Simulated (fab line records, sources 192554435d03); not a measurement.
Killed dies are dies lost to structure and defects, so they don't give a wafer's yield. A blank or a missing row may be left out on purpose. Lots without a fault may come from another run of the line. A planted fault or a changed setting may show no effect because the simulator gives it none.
Split-lot experiment | flow n5_finfet | 7 lots, 21 wafers read, on a route of 1938 steps

THE SPLIT
At N5_PMOS_HMC_CHANNEL_EPI_PEB_07 (peb time 60 s), the setting peb_temp_c was moved away from the recipe's 110 C on 7 of the 21 wafers read, by -1.2% to +2.1%. The other wafers ran this setting at the recipe's value.

FROM THE SPLIT TO THE READING: what the file shows between them, 1 step
- N5_PMOS_HMC_CHANNEL_EPI_DEVELOP_08: develop time 30 s

THE READING
cd_nm, in nm, at N5_PMOS_HMC_CHANNEL_EPI_CD_MEAS_09 (target cd 237.4 nm). Fault-free wafers of this fab line usually give 238.1 nm, standard deviation 1.5 nm.

wafer  | tool, chamber at the split | peb_temp_c as run, C | against the recipe | cd_nm, nm | against lot-mates on the recipe
L075.2 | litho_track-04, 0          | 110                  | recipe             | 236.0     | -
L075.3 | litho_track-04, 0          | 110                  | recipe             | 236.8     | -
L075.6 | litho_track-04, 0          | 110                  | recipe             | 237.3     | -
L079.1 | litho_track-05, 0          | 110                  | recipe             | 239.8     | -
L079.2 | litho_track-05, 0          | 111.2                | +1.1%              | 242.5     | +3.8
L079.5 | litho_track-05, 0          | 110                  | recipe             | 237.5     | -
L085.1 | litho_track-04, 0          | 110                  | recipe             | 235.1     | -
L085.4 | litho_track-04, 0          | 108.7                | -1.2%              | 231.7     | -3.4
L085.5 | litho_track-04, 0          | 108.7                | -1.2%              | 231.8     | -3.3
L087.2 | litho_track-02, 0          | 110                  | recipe             | 239.2     | -
L087.5 | litho_track-02, 0          | 110                  | recipe             | 239.2     | -
L087.6 | litho_track-02, 0          | 110                  | recipe             | 240.7     | -
L088.2 | litho_track-04, 0          | 110                  | recipe             | 236.9     | -
L088.4 | litho_track-04, 0          | 110                  | recipe             | 236.2     | -
L088.5 | litho_track-04, 0          | 110                  | recipe             | 236.5     | -
L092.1 | litho_track-02, 0          | 109                  | -0.9%              | 234.8     | no lot-mate on the recipe
L092.2 | litho_track-02, 0          | 109                  | -0.9%              | 236.3     | no lot-mate on the recipe
L092.5 | litho_track-02, 0          | 109                  | -0.9%              | 235.5     | no lot-mate on the recipe
L097.2 | litho_track-02, 0          | 112.3                | +2.1%              | 245.2     | +6.0
L097.3 | litho_track-02, 0          | 110                  | recipe             | 238.9     | -
L097.4 | litho_track-02, 0          | 110                  | recipe             | 239.4     | -

THE FIT
A straight line over all 21 wafers: cd_nm changes by +3.8 nm for each +1% of peb_temp_c; r = +0.87; the points scatter about the line by 1.6 nm.
The same after taking each lot's own level away (the mean of its wafers on the recipe; 18 wafers): +2.96 nm for each +1%; r = +0.96; scatter 0.6 nm.
On that fit, the largest move of peb_temp_c shifts the reading by 6.2 nm.
The lots' own levels span 235.10 to 239.70 nm, that is 3.1 times the standard deviation above.
So the lot-to-lot level changes the slope: the two fits differ.
Check: with one of the wafers moved furthest among these (+2.1%) left out of the fit, the line predicts +6.46 nm for it against its lot-mates. It came out at +6.05 nm against them.

OTHER SPLITS ON THESE WAFERS
These wafers also went through other splits before the reading. Each is held against what the fit with the lots' levels taken away leaves over:
other split on the same wafers           | wafers away from the commonest value | r with cd_nm (lot level and that fit taken away)
N5_WELL_APT_EXPOSE_05 dose_mj            | 6                                    | -0.32
N5_WELL_APT_DEVELOP_07 develop_time_s    | 3                                    | -0.18
N5_PMOS_HMC_CHANNEL_EPI_HM_DEP_34 time_s | 8                                    | +0.00

THE WHOLE CHAIN: every reading that the file lists as answering this split, in the file's order
step                               | what it does                                                           | reading                                                                     | change (the file's fit)              | r (the file's)
N5_PMOS_HMC_CHANNEL_EPI_CD_MEAS_09 | target cd 237.4 nm                                                     | cd_nm                                                                       | +2.98 nm for each +1% of the setting | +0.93
N5_PMOS_HMC_CHANNEL_EPI_DESCUM_14  | chemistry O2, time 7.9 s                                               | PMOS_HMC_CHANNEL_EPI.cd_nm (the simulator's own value, which no gauge read) | +2.83 nm for each +1% of the setting | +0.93
N5_PMOS_HMC_CHANNEL_EPI_ETCH_32    | etches BARC in N2/H2, stops on SiO2, target depth 85.8 nm, time 50.3 s | PMOS_HMC_CHANNEL_EPI.cd_nm (the simulator's own value, which no gauge read) | +3.32 nm for each +1% of the setting | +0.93

THE FILE'S OWN FIT
cd_nm changes by +2.98 nm for each +1% of peb_temp_c, r = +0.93.
